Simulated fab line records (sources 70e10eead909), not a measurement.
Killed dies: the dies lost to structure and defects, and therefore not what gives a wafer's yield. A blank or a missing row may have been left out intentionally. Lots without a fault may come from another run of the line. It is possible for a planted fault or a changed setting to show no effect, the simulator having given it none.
fab line records || flow nand_harc
record {"lots": 8, "wafers": 24, "last_day": 21}
route steps=1159 shown A_BONDPAD@1083 THIN_TSV@1101 END@1159
lots with no fault: from the same line, run without faults
start_h: start of the lot's first displayed wafer, in hours after the record's first day || wait_h: time in hours since the lot's previous step || " same as the row above || L1.1+2: several wafers, shown together as one row || - no value present, or no start provided || * or withheld: withheld || < > ~ a bound
route shown NAME@n: a module of which the file shows steps, and the number in the route of the first || usual: the fault-free wafers' mean and standard deviation || same: alike in all rows || chamber/n: place in a boat || sites: readings site by site || _std_site: standard deviation of those values || _edge_site: the outer-site mean with the inner-site mean subtracted || radius_mm: for every site, how far away it sits from the centre of the wafer || mask NAME#n: copy n || behind: the tool/chamber that last shaped the wafer || hold: why the lot was held/for how many hours/how that ended || device: the n, p or np transistor that did not switch || end of line: tests run on the same wafers once the route is complete || a step with no rows: only its recipe || killed: not the wafer's yield, but the dies lost to structure and defects at the first sort || map: the dies of a wafer, with x for killed, . for not killed, _ for no die there
set.NAME: setting as actually run; set.NAME@STEP: the setting as run at that earlier step || model.NAME: the simulator's own value behind a step, which no gauge read
steps of the route over a sample of lots; a table a step, a row a wafer
services: from which hour (start_h, from the record's first day; less than 0 if before it) a tool's chamber was out of use, for how many hours, and why
## steps
# step NHARC_A_BONDPAD_PRE_CLEAN_26
# recipe {"time_s": 30, "temp_c": 280, "gas": "H2/He"}
# usual {"heater_power_w": "419/31"}
{"lot.wafer": "L649.2", "tool": "pvd_sputter-01", "chamber": "-", "start_h": "-", "wait_h": "-", "heater_power_w": 430}
{"lot.wafer": "L649.4", "tool": "pvd_sputter-01", "chamber": "-", "start_h": "-", "wait_h": "-", "heater_power_w": 449}
{"lot.wafer": "L649.3", "tool": "pvd_sputter-01", "chamber": "-", "start_h": "-", "wait_h": "-", "heater_power_w": 419}
{"lot.wafer": "L648.4", "tool": "pvd_sputter-03", "chamber": "-", "start_h": "-", "wait_h": "-", "heater_power_w": 424}
{"lot.wafer": "L648.1", "tool": "pvd_sputter-03", "chamber": "-", "start_h": "-", "wait_h": "-", "heater_power_w": 418}
{"lot.wafer": "L648.5", "tool": "pvd_sputter-03", "chamber": "-", "start_h": "-", "wait_h": "-", "heater_power_w": 420}
{"lot.wafer": "L651.1", "tool": "pvd_sputter-01", "chamber": "-", "start_h": "-", "wait_h": "-", "heater_power_w": 413}
{"lot.wafer": "L651.4", "tool": "pvd_sputter-01", "chamber": "-", "start_h": "-", "wait_h": "-", "heater_power_w": 463}
{"lot.wafer": "L651.5", "tool": "pvd_sputter-01", "chamber": "-", "start_h": "-", "wait_h": "-", "heater_power_w": 408}
{"lot.wafer": "L650.1", "tool": "pvd_sputter-02", "chamber": "-", "start_h": "-", "wait_h": "-", "heater_power_w": 365}
{"lot.wafer": "L650.2", "tool": "pvd_sputter-02", "chamber": "-", "start_h": "-", "wait_h": "-", "heater_power_w": 422}
{"lot.wafer": "L650.6", "tool": "pvd_sputter-02", "chamber": "-", "start_h": "-", "wait_h": "-", "heater_power_w": 409}
{"lot.wafer": "L652.3", "tool": "pvd_sputter-03", "chamber": "-", "start_h": "-", "wait_h": "-", "heater_power_w": 431}
{"lot.wafer": "L652.6", "tool": "pvd_sputter-03", "chamber": "-", "start_h": "-", "wait_h": "-", "heater_power_w": 377}
{"lot.wafer": "L652.5", "tool": "pvd_sputter-03", "chamber": "-", "start_h": "-", "wait_h": "-", "heater_power_w": 422}
{"lot.wafer": "L654.3", "tool": "pvd_sputter-02", "chamber": "-", "start_h": "-", "wait_h": "-", "heater_power_w": 429}
{"lot.wafer": "L654.2", "tool": "pvd_sputter-02", "chamber": "-", "start_h": "-", "wait_h": "-", "heater_power_w": 364}
{"lot.wafer": "L654.4", "tool": "pvd_sputter-02", "chamber": "-", "start_h": "-", "wait_h": "-", "heater_power_w": 467}
{"lot.wafer": "L653.2", "tool": "pvd_sputter-01", "chamber": "-", "start_h": "-", "wait_h": "-", "heater_power_w": 476}
{"lot.wafer": "L653.1", "tool": "pvd_sputter-01", "chamber": "-", "start_h": "-", "wait_h": "-", "heater_power_w": 406}
{"lot.wafer": "L653.5", "tool": "pvd_sputter-01", "chamber": "-", "start_h": "-", "wait_h": "-", "heater_power_w": 403}
{"lot.wafer": "L658.1", "tool": "pvd_sputter-01", "chamber": "-", "start_h": "-", "wait_h": "-", "heater_power_w": 402}
{"lot.wafer": "L658.2", "tool": "pvd_sputter-01", "chamber": "-", "start_h": "-", "wait_h": "-", "heater_power_w": 449}
{"lot.wafer": "L658.4", "tool": "pvd_sputter-01", "chamber": "-", "start_h": "-", "wait_h": "-", "heater_power_w": 407}
# step NHARC_A_BONDPAD_ANNEAL_28
# recipe {"temp_c": 225, "time_s": 90}
# usual {"wafer_temp_C_max": "225.87/0.25"}
{"lot.wafer": "L649.2", "tool": "rtp_anneal-01", "chamber": 0, "start_h": 411.84, "wait_h": "-", "wafer_temp_C_max": 225.88}
{"lot.wafer": "L649.3", "tool": "rtp_anneal-01", "chamber": 0, "start_h": 411.84, "wait_h": "-", "wafer_temp_C_max": 225.69}
{"lot.wafer": "L649.4", "tool": "rtp_anneal-01", "chamber": 0, "start_h": 411.84, "wait_h": "-", "wafer_temp_C_max": 225.47}
{"lot.wafer": "L648.1", "tool": "rtp_anneal-01", "chamber": 0, "start_h": 413.91, "wait_h": "-", "wafer_temp_C_max": 225.56}
{"lot.wafer": "L648.4", "tool": "rtp_anneal-01", "chamber": 0, "start_h": 413.91, "wait_h": "-", "wafer_temp_C_max": 225.85}
{"lot.wafer": "L648.5", "tool": "rtp_anneal-01", "chamber": 0, "start_h": 413.91, "wait_h": "-", "wafer_temp_C_max": 225.58}
{"lot.wafer": "L651.1", "tool": "rtp_anneal-02", "chamber": 0, "start_h": 419.09, "wait_h": 0.3, "wafer_temp_C_max": 226.24}
{"lot.wafer": "L651.4", "tool": "rtp_anneal-02", "chamber": 0, "start_h": 419.09, "wait_h": 0.3, "wafer_temp_C_max": 226.47}
{"lot.wafer": "L651.5", "tool": "rtp_anneal-02", "chamber": 0, "start_h": 419.09, "wait_h": 0.3, "wafer_temp_C_max": 225.93}
{"lot.wafer": "L650.1", "tool": "rtp_anneal-01", "chamber": 0, "start_h": 419.49, "wait_h": 0.3, "wafer_temp_C_max": 225.52}
{"lot.wafer": "L650.2", "tool": "rtp_anneal-01", "chamber": 0, "start_h": 419.49, "wait_h": 0.3, "wafer_temp_C_max": 225.72}
{"lot.wafer": "L650.6", "tool": "rtp_anneal-01", "chamber": 0, "start_h": 419.49, "wait_h": 0.3, "wafer_temp_C_max": 226.15}
{"lot.wafer": "L652.3", "tool": "rtp_anneal-02", "chamber": 0, "start_h": 433.77, "wait_h": "-", "wafer_temp_C_max": 226.23}
{"lot.wafer": "L652.5", "tool": "rtp_anneal-02", "chamber": 0, "start_h": 433.77, "wait_h": "-", "wafer_temp_C_max": 225.98}
{"lot.wafer": "L652.6", "tool": "rtp_anneal-02", "chamber": 0, "start_h": 433.77, "wait_h": "-", "wafer_temp_C_max": 226.60}
{"lot.wafer": "L654.2", "tool": "rtp_anneal-01", "chamber": 0, "start_h": 445.07, "wait_h": 0.4, "wafer_temp_C_max": 225.96}
{"lot.wafer": "L654.3", "tool": "rtp_anneal-01", "chamber": 0, "start_h": 445.07, "wait_h": 0.4, "wafer_temp_C_max": 226.10}
{"lot.wafer": "L654.4", "tool": "rtp_anneal-01", "chamber": 0, "start_h": 445.07, "wait_h": 0.4, "wafer_temp_C_max": 226.07}
{"lot.wafer": "L653.1", "tool": "rtp_anneal-02", "chamber": 0, "start_h": 454.60, "wait_h": "-", "wafer_temp_C_max": 225.94}
{"lot.wafer": "L653.2", "tool": "rtp_anneal-02", "chamber": 0, "start_h": 454.60, "wait_h": "-", "wafer_temp_C_max": 225.67}
{"lot.wafer": "L653.5", "tool": "rtp_anneal-02", "chamber": 0, "start_h": 454.60, "wait_h": "-", "wafer_temp_C_max": 225.58}
{"lot.wafer": "L658.1", "tool": "rtp_anneal-01", "chamber": 0, "start_h": 462.91, "wait_h": "-", "wafer_temp_C_max": 225.93}
{"lot.wafer": "L658.2", "tool": "rtp_anneal-01", "chamber": 0, "start_h": 462.91, "wait_h": "-", "wafer_temp_C_max": 225.87}
{"lot.wafer": "L658.4", "tool": "rtp_anneal-01", "chamber": 0, "start_h": 462.91, "wait_h": "-", "wafer_temp_C_max": 226.00}
# step NHARC_A_BONDPAD_CMP_19
# recipe {"t_overpolish_s": 30, "cu_recess_touch_s": 16, "target_thk_nm": 169.8}
# usual {"motor_current_A": "11.6/1.4", "overpolish_run_s": "29.999/0.0088"}
{"lot.wafer": "L649.4", "tool": "cmp-04", "chamber": 2, "start_h": 412.14, "wait_h": "-", "motor_current_A": 10.9, "overpolish_run_s": 29.989}
{"lot.wafer": "L649.3", "tool": "cmp-04", "chamber": 3, "start_h": 412.14, "wait_h": "-", "motor_current_A": 10.5, "overpolish_run_s": 30.003}
{"lot.wafer": "L649.2", "tool": "cmp-04", "chamber": 0, "start_h": 412.14, "wait_h": "-", "motor_current_A": 11.8, "overpolish_run_s": 29.987}
{"lot.wafer": "L648.1", "tool": "cmp-04", "chamber": 2, "start_h": 414.29, "wait_h": "-", "motor_current_A": 11.4, "overpolish_run_s": 30.000}
{"lot.wafer": "L648.4", "tool": "cmp-04", "chamber": 0, "start_h": 414.29, "wait_h": "-", "motor_current_A": 12.1, "overpolish_run_s": 29.980}
{"lot.wafer": "L648.5", "tool": "cmp-04", "chamber": 1, "start_h": 414.29, "wait_h": "-", "motor_current_A": 10.7, "overpolish_run_s": 29.995}
{"lot.wafer": "L651.4", "tool": "cmp-03", "chamber": 3, "start_h": 419.46, "wait_h": "-", "motor_current_A": 12.2, "overpolish_run_s": 30.011}
{"lot.wafer": "L651.1", "tool": "cmp-03", "chamber": 0, "start_h": 419.46, "wait_h": "-", "motor_current_A": 12.7, "overpolish_run_s": 29.996}
{"lot.wafer": "L651.5", "tool": "cmp-03", "chamber": 3, "start_h": 419.46, "wait_h": "-", "motor_current_A": 11.7, "overpolish_run_s": 30.004}
{"lot.wafer": "L650.1", "tool": "cmp-03", "chamber": 2, "start_h": 419.84, "wait_h": "-", "motor_current_A": 11.2, "overpolish_run_s": 29.990}
{"lot.wafer": "L650.2", "tool": "cmp-03", "chamber": 1, "start_h": 419.84, "wait_h": "-", "motor_current_A": 13.2, "overpolish_run_s": 30.000}
{"lot.wafer": "L650.6", "tool": "cmp-03", "chamber": 3, "start_h": 419.84, "wait_h": "-", "motor_current_A": 12.3, "overpolish_run_s": 29.992}
{"lot.wafer": "L652.3", "tool": "cmp-03", "chamber": 0, "start_h": 434.04, "wait_h": "-", "motor_current_A": 13.3, "overpolish_run_s": 30.005}
{"lot.wafer": "L652.5", "tool": "cmp-03", "chamber": 3, "start_h": 434.04, "wait_h": "-", "motor_current_A": 11.9, "overpolish_run_s": 29.995}
{"lot.wafer": "L652.6", "tool": "cmp-03", "chamber": 0, "start_h": 434.04, "wait_h": "-", "motor_current_A": 12.7, "overpolish_run_s": 30.001}
{"lot.wafer": "L654.4", "tool": "cmp-01", "chamber": 2, "start_h": 445.40, "wait_h": "-", "motor_current_A": 12.2, "overpolish_run_s": 30.002}
{"lot.wafer": "L654.2", "tool": "cmp-01", "chamber": 3, "start_h": 445.40, "wait_h": "-", "motor_current_A": 9.5, "overpolish_run_s": 29.979}
{"lot.wafer": "L654.3", "tool": "cmp-01", "chamber": 0, "start_h": 445.40, "wait_h": "-", "motor_current_A": 9.9, "overpolish_run_s": 29.996}
{"lot.wafer": "L653.2", "tool": "cmp-04", "chamber": 3, "start_h": 454.94, "wait_h": "-", "motor_current_A": 10.7, "overpolish_run_s": 30.005}
{"lot.wafer": "L653.1", "tool": "cmp-04", "chamber": 0, "start_h": 454.94, "wait_h": "-", "motor_current_A": 12.1, "overpolish_run_s": 29.981}
{"lot.wafer": "L653.5", "tool": "cmp-04", "chamber": 3, "start_h": 454.94, "wait_h": "-", "motor_current_A": 10.1, "overpolish_run_s": 29.998}
{"lot.wafer": "L658.4", "tool": "cmp-01", "chamber": 2, "start_h": 463.25, "wait_h": "-", "motor_current_A": 13.4, "overpolish_run_s": 29.997}
{"lot.wafer": "L658.2", "tool": "cmp-01", "chamber": 3, "start_h": 463.25, "wait_h": "-", "motor_current_A": 9.7, "overpolish_run_s": 30.000}
{"lot.wafer": "L658.1", "tool": "cmp-01", "chamber": 1, "start_h": 463.25, "wait_h": "-", "motor_current_A": 14.6, "overpolish_run_s": 29.993}
# step NHARC_THIN_TSV_GRIND_00
# recipe {"target_thk_um": 6}
# usual {"motor_current_A": "11.998/0.021"}
{"lot.wafer": "L649.2", "tool": "grinder-01", "chamber": 0, "start_h": 430.18, "wait_h": 1.5, "motor_current_A": 11.978}
{"lot.wafer": "L649.3", "tool": "grinder-01", "chamber": 0, "start_h": 430.18, "wait_h": 1.5, "motor_current_A": 12.001}
{"lot.wafer": "L649.4", "tool": "grinder-01", "chamber": 0, "start_h": 430.18, "wait_h": 1.5, "motor_current_A": 12.031}
{"lot.wafer": "L650.1", "tool": "grinder-01", "chamber": 0, "start_h": 431.19, "wait_h": 2.5, "motor_current_A": 11.969}
{"lot.wafer": "L650.2", "tool": "grinder-01", "chamber": 0, "start_h": 431.19, "wait_h": 2.5, "motor_current_A": 11.977}
{"lot.wafer": "L650.6", "tool": "grinder-01", "chamber": 0, "start_h": 431.19, "wait_h": 2.5, "motor_current_A": 11.979}
{"lot.wafer": "L648.1", "tool": "grinder-01", "chamber": 0, "start_h": 432.39, "wait_h": 3.7, "motor_current_A": 12.017}
{"lot.wafer": "L648.4", "tool": "grinder-01", "chamber": 0, "start_h": 432.39, "wait_h": 3.7, "motor_current_A": 12.023}
{"lot.wafer": "L648.5", "tool": "grinder-01", "chamber": 0, "start_h": 432.39, "wait_h": 3.7, "motor_current_A": 12.040}
{"lot.wafer": "L651.1", "tool": "grinder-01", "chamber": 0, "start_h": 433.58, "wait_h": 4.9, "motor_current_A": 12.004}
{"lot.wafer": "L651.4", "tool": "grinder-01", "chamber": 0, "start_h": 433.58, "wait_h": 4.9, "motor_current_A": 11.971}
{"lot.wafer": "L651.5", "tool": "grinder-01", "chamber": 0, "start_h": 433.58, "wait_h": 4.9, "motor_current_A": 12.003}
{"lot.wafer": "L652.3", "tool": "grinder-01", "chamber": 0, "start_h": 445.58, "wait_h": 0.5, "motor_current_A": 12.006}
{"lot.wafer": "L652.5", "tool": "grinder-01", "chamber": 0, "start_h": 445.58, "wait_h": 0.5, "motor_current_A": 11.982}
{"lot.wafer": "L652.6", "tool": "grinder-01", "chamber": 0, "start_h": 445.58, "wait_h": 0.5, "motor_current_A": 12.002}
{"lot.wafer": "L654.2", "tool": "grinder-01", "chamber": 0, "start_h": 457.43, "wait_h": 0.3, "motor_current_A": 11.978}
{"lot.wafer": "L654.3", "tool": "grinder-01", "chamber": 0, "start_h": 457.43, "wait_h": 0.3, "motor_current_A": 12.001}
{"lot.wafer": "L654.4", "tool": "grinder-01", "chamber": 0, "start_h": 457.43, "wait_h": 0.3, "motor_current_A": 11.998}
{"lot.wafer": "L653.1", "tool": "grinder-01", "chamber": 0, "start_h": 467.46, "wait_h": 1.3, "motor_current_A": 12.011}
{"lot.wafer": "L653.2", "tool": "grinder-01", "chamber": 0, "start_h": 467.46, "wait_h": 1.3, "motor_current_A": 12.009}
{"lot.wafer": "L653.5", "tool": "grinder-01", "chamber": 0, "start_h": 467.46, "wait_h": 1.3, "motor_current_A": 11.975}
{"lot.wafer": "L658.1", "tool": "grinder-01", "chamber": 0, "start_h": 474.11, "wait_h": 0.1, "motor_current_A": 11.989}
{"lot.wafer": "L658.2", "tool": "grinder-01", "chamber": 0, "start_h": 474.11, "wait_h": 0.1, "motor_current_A": 12.019}
{"lot.wafer": "L658.4", "tool": "grinder-01", "chamber": 0, "start_h": 474.11, "wait_h": 0.1, "motor_current_A": 12.014}
# step NHARC_END_SORT_01
# recipe {"temp_c": 25}
# usual {"defect_limited_yield": "95.4/1.5", "killed_at_array": "27/9.9", "killed_at_other": "0.5/0.76", "killed_at_periphery": "3.4/2.2", "killed_dies": "31/10", "killed_open": "3.3/2", "killed_short": "2.0/1.5", "sort_bin_2_pct": "1.5/0.64", "sort_bin_3_pct": "0.21/0.2", "sort_bin_4_pct": "2.9/0.97", "sort_n_pass": "646/10", "sort_rim_yield_pct": "96.9/2", "sort_yield_pct": "95.4/1.5"}
# same {"gross_dies": 677, "sort_bin_5_pct[%]": 0, "sort_bin_6_pct[%]": 0, "sort_bin_7_pct[%]": 0, "sort_bin_8_pct[%]": 0, "sort_rim_n_gross": 106.00}
{"lot.wafer": "L654.2", "tool": "prober-02", "chamber": 0, "start_h": 476.18, "wait_h": 2.8, "defect_limited_yield[%]": 95.9, "killed_at_array": 24, "killed_at_other": 0, "killed_at_periphery": 4, "killed_dies": 28, "killed_open": 1, "killed_short": 0, "sort_bin_2_pct[%]": 1.2, "sort_bin_3_pct[%]": 0, "sort_bin_4_pct[%]": 3.0, "sort_n_pass": 649, "sort_rim_yield_pct[%]": 95.3, "sort_yield_pct[%]": 95.9}
{"lot.wafer": "L654.3", "tool": "prober-02", "chamber": 0, "start_h": 476.98, "wait_h": 3.1, "defect_limited_yield[%]": 96.2, "killed_at_array": 22, "killed_at_other": 0, "killed_at_periphery": 4, "killed_dies": 26, "killed_open": 3, "killed_short": 0, "sort_bin_2_pct[%]": 1.2, "sort_bin_3_pct[%]": 0, "sort_bin_4_pct[%]": 2.7, "sort_n_pass": 651, "sort_rim_yield_pct[%]": 95.3, "sort_yield_pct[%]": 96.2}
{"lot.wafer": "L654.4", "tool": "prober-02", "chamber": 0, "start_h": 477.78, "wait_h": 3.4, "defect_limited_yield[%]": 95.6, "killed_at_array": 25, "killed_at_other": 0, "killed_at_periphery": 5, "killed_dies": 30, "killed_open": 1, "killed_short": 1, "sort_bin_2_pct[%]": 1.8, "sort_bin_3_pct[%]": 0.44, "sort_bin_4_pct[%]": 2.2, "sort_n_pass": 647, "sort_rim_yield_pct[%]": 96.2, "sort_yield_pct[%]": 95.6}
{"lot.wafer": "L653.1", "tool": "prober-02", "chamber": 0, "start_h": 491.69, "wait_h": 2.5, "defect_limited_yield[%]": 0, "killed_at_array": 22, "killed_at_other": 652, "killed_at_periphery": 3, "killed_dies": 677, "killed_open": 6, "killed_short": 2, "sort_bin_2_pct[%]": 97.6, "sort_bin_3_pct[%]": 0, "sort_bin_4_pct[%]": 2.4, "sort_n_pass": 0, "sort_rim_yield_pct[%]": 0, "sort_yield_pct[%]": 0}
{"lot.wafer": "L653.2", "tool": "prober-02", "chamber": 0, "start_h": 492.50, "wait_h": 2.8, "defect_limited_yield[%]": 0, "killed_at_array": 21, "killed_at_other": 653, "killed_at_periphery": 3, "killed_dies": 677, "killed_open": 5, "killed_short": 1, "sort_bin_2_pct[%]": 97.5, "sort_bin_3_pct[%]": 0, "sort_bin_4_pct[%]": 2.5, "sort_n_pass": 0, "sort_rim_yield_pct[%]": 0, "sort_yield_pct[%]": 0}
{"lot.wafer": "L653.5", "tool": "prober-02", "chamber": 0, "start_h": 494.92, "wait_h": 3.7, "defect_limited_yield[%]": 0, "killed_at_array": 22, "killed_at_other": 653, "killed_at_periphery": 2, "killed_dies": 677, "killed_open": 1, "killed_short": 3, "sort_bin_2_pct[%]": 97.2, "sort_bin_3_pct[%]": 0, "sort_bin_4_pct[%]": 2.8, "sort_n_pass": 0, "sort_rim_yield_pct[%]": 0, "sort_yield_pct[%]": 0}
{"lot.wafer": "L658.1", "tool": "prober-01", "chamber": 0, "start_h": 492.84, "wait_h": 2.5, "defect_limited_yield[%]": 0, "killed_at_array": 10, "killed_at_other": 661, "killed_at_periphery": 6, "killed_dies": 677, "killed_open": 4, "killed_short": 0, "sort_bin_2_pct[%]": 97.9, "sort_bin_3_pct[%]": 0.15, "sort_bin_4_pct[%]": 1.9, "sort_n_pass": 0, "sort_rim_yield_pct[%]": 0, "sort_yield_pct[%]": 0}
{"lot.wafer": "L658.2", "tool": "prober-01", "chamber": 0, "start_h": 493.63, "wait_h": 2.8, "defect_limited_yield[%]": 0, "killed_at_array": 9, "killed_at_other": 663, "killed_at_periphery": 5, "killed_dies": 677, "killed_open": 1, "killed_short": 1, "sort_bin_2_pct[%]": 98.5, "sort_bin_3_pct[%]": 0.15, "sort_bin_4_pct[%]": 1.3, "sort_n_pass": 0, "sort_rim_yield_pct[%]": 0, "sort_yield_pct[%]": 0}
{"lot.wafer": "L658.4", "tool": "prober-01", "chamber": 0, "start_h": 495.22, "wait_h": 3.4, "defect_limited_yield[%]": 0, "killed_at_array": 13, "killed_at_other": 659, "killed_at_periphery": 5, "killed_dies": 677, "killed_open": 3, "killed_short": 1, "sort_bin_2_pct[%]": 98.4, "sort_bin_3_pct[%]": 0.15, "sort_bin_4_pct[%]": 1.5, "sort_n_pass": 0, "sort_rim_yield_pct[%]": 0, "sort_yield_pct[%]": 0}
# killed by level:class
L654.2 A_CHANNEL_HOLE_D1:chamber_film_flake=17 A_STAIRCASE:chamber_film_flake=3 P_STI:chamber_film_flake=2 P_GATE:chamber_film_flake=2 A_CONTACT:chamber_film_flake=2 A_M0:geometric_particle:open=1 A_SLIT:chamber_film_flake=1
L654.3 A_CHANNEL_HOLE_D1:chamber_film_flake=10 A_STAIRCASE:chamber_film_flake=7 A_SLIT:chamber_film_flake=2 P_CONTACT:geometric_particle:open=1 A_CHANNEL_HOLE_D1:geometric_particle:open=1 A_CONTACT:geometric_particle:open=1 P_ZERO_WELL:chamber_film_flake=1 P_STI:chamber_film_flake=1
L654.4 A_CHANNEL_HOLE_D1:chamber_film_flake=12 A_STAIRCASE:chamber_film_flake=3 A_SLIT:chamber_film_flake=3 A_CONTACT:chamber_film_flake=3 P_ZERO_WELL:chamber_film_flake=2 P_STI:chamber_film_flake=2 A_WL_FILL:chamber_film_flake=2 A_CHANNEL_FILL_D1:geometric_particle:open=1
L653.1 THIN_TSV:area_cmp=651 A_SLIT:chamber_film_flake=5 A_CHANNEL_HOLE_D1:chamber_film_flake=4 A_STAIRCASE:chamber_film_flake=3 A_WL_FILL:geometric_particle:open=2 P_GATE:chamber_film_flake=2 A_CONTACT:chamber_film_flake=2 A_CHANNEL_FILL_D1:geometric_particle:short=1
L653.2 THIN_TSV:area_cmp=652 A_SLIT:chamber_film_flake=9 A_CHANNEL_FILL_D1:geometric_particle:open=3 A_CHANNEL_HOLE_D1:chamber_film_flake=3 P_ZERO_WELL:chamber_film_flake=2 A_STAIRCASE:chamber_film_flake=2 A_CHANNEL_FILL_D1:geometric_particle:short=1 A_WL_FILL:geometric_particle:open=1
L658.1 THIN_TSV:area_cmp=658 A_CHANNEL_HOLE_D1:chamber_film_flake=4 P_STI:chamber_film_flake=3 THIN_TSV:chamber_film_flake=3 P_GATE:chamber_film_flake=2 A_STAIRCASE:chamber_film_flake=2 P_M0:geometric_particle:open=1 A_CHANNEL_FILL_D1:geometric_particle:open=1
L658.2 THIN_TSV:area_cmp=662 A_CHANNEL_HOLE_D1:chamber_film_flake=5 A_STAIRCASE:chamber_film_flake=3 P_STI:chamber_film_flake=2 P_GATE:geometric_particle:short=1 P_CONTACT:geometric_particle:open=1 P_ZERO_WELL:chamber_film_flake=1 A_CONTACT:chamber_film_flake=1
L653.5 THIN_TSV:area_cmp=653 A_SLIT:chamber_film_flake=13 A_CHANNEL_HOLE_D1:chamber_film_flake=3 P_ZERO_WELL:geometric_particle:short=1 A_CHANNEL_FILL_D1:geometric_particle:open=1 A_SGD_CUT:geometric_particle:short=1 A_WL_FILL:geometric_particle:short=1 P_ZERO_WELL:chamber_film_flake=1
L658.4 THIN_TSV:area_cmp=659 A_CONTACT:chamber_film_flake=5 P_M1:chamber_film_flake=3 A_CHANNEL_HOLE_D1:chamber_film_flake=2 A_CHANNEL_HOLE_D1:geometric_particle:open=1 A_BLC:geometric_particle:open=1 A_M0:geometric_particle:short=1 A_M0:geometric_particle:open=1
## services
{"tool": "cmp-03", "chamber": "-", "start_h": 387.93, "hours": 0.4, "kind": "repair"}
{"tool": "grinder-01", "chamber": "-", "start_h": 389.82, "hours": 27.7, "kind": "repair"}
{"tool": "pvd_sputter-03", "chamber": "-", "start_h": 390.14, "hours": 4.9, "kind": "repair"}
{"tool": "pvd_sputter-02", "chamber": "-", "start_h": 392.07, "hours": 10.0, "kind": "pm"}
{"tool": "cmp-04", "chamber": "-", "start_h": 399.07, "hours": 4.0, "kind": "pm"}
{"tool": "pvd_sputter-01", "chamber": "-", "start_h": 401.66, "hours": 1.2, "kind": "repair"}
{"tool": "cmp-04", "chamber": "-", "start_h": 403.07, "hours": "-", "kind": "consumable_replace:conditioner"}
{"tool": "cmp-04", "chamber": "-", "start_h": 403.07, "hours": "-", "kind": "consumable_replace:pad"}
{"tool": "cmp-01", "chamber": "-", "start_h": 418.50, "hours": 0.6, "kind": "repair"}
{"tool": "grinder-01", "chamber": "-", "start_h": 424.03, "hours": 0.3, "kind": "repair"}
{"tool": "grinder-01", "chamber": "-", "start_h": 439.95, "hours": 0.4, "kind": "repair"}
{"tool": "cmp-03", "chamber": "-", "start_h": 450.00, "hours": 4.0, "kind": "pm"}
{"tool": "cmp-03", "chamber": "-", "start_h": 454.00, "hours": "-", "kind": "consumable_replace:conditioner"}
{"tool": "cmp-03", "chamber": "-", "start_h": 454.00, "hours": "-", "kind": "consumable_replace:pad"}
{"tool": "pvd_sputter-03", "chamber": "-", "start_h": 458.00, "hours": 10.0, "kind": "pm"}
{"tool": "cmp-01", "chamber": "-", "start_h": 473.63, "hours": 4.0, "kind": "pm"}
## key
first_sign {"step": "NHARC_END_SORT_01", "reading": "killed_at_other", "direction": "up", "sigmas": "99+", "usual": 0.5, "struck": 656.8}
effect {"step": "NHARC_END_SORT_01", "reading": "sort_bin_2_pct", "direction": "up", "sigmas": "99+", "usual": 1.5, "struck": 97.9}
more_kills_born_at {"NHARC_THIN_TSV_CMP_01@cmp-03": 1979, "NHARC_THIN_TSV_CMP_01@cmp-02": 1956}
met_at NHARC_THIN_TSV_GRIND_00
struck_lots L653,L658
later_rows_left_out L653.1,L653.2,L653.5,L658.1,L658.2,L658.4
not_acting_at NHARC_A_BONDPAD_PRE_CLEAN_26,NHARC_A_BONDPAD_ANNEAL_28,NHARC_A_BONDPAD_CMP_19
onset_between 457.43 467.46
also_fits time
fault {"kind": "process_parameter_drift", "tool": "grinder-01", "chamber": "-", "onset_h": 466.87, "steps": "NHARC_THIN_TSV_GRIND_00", "channel": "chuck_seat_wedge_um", "offset": 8, "shape": "step", "end_h": 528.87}
# later_rows_left_out: the simulator's readings of these wafers behind a module that went badly wrong aren't trusted and aren't shown, but for the sort
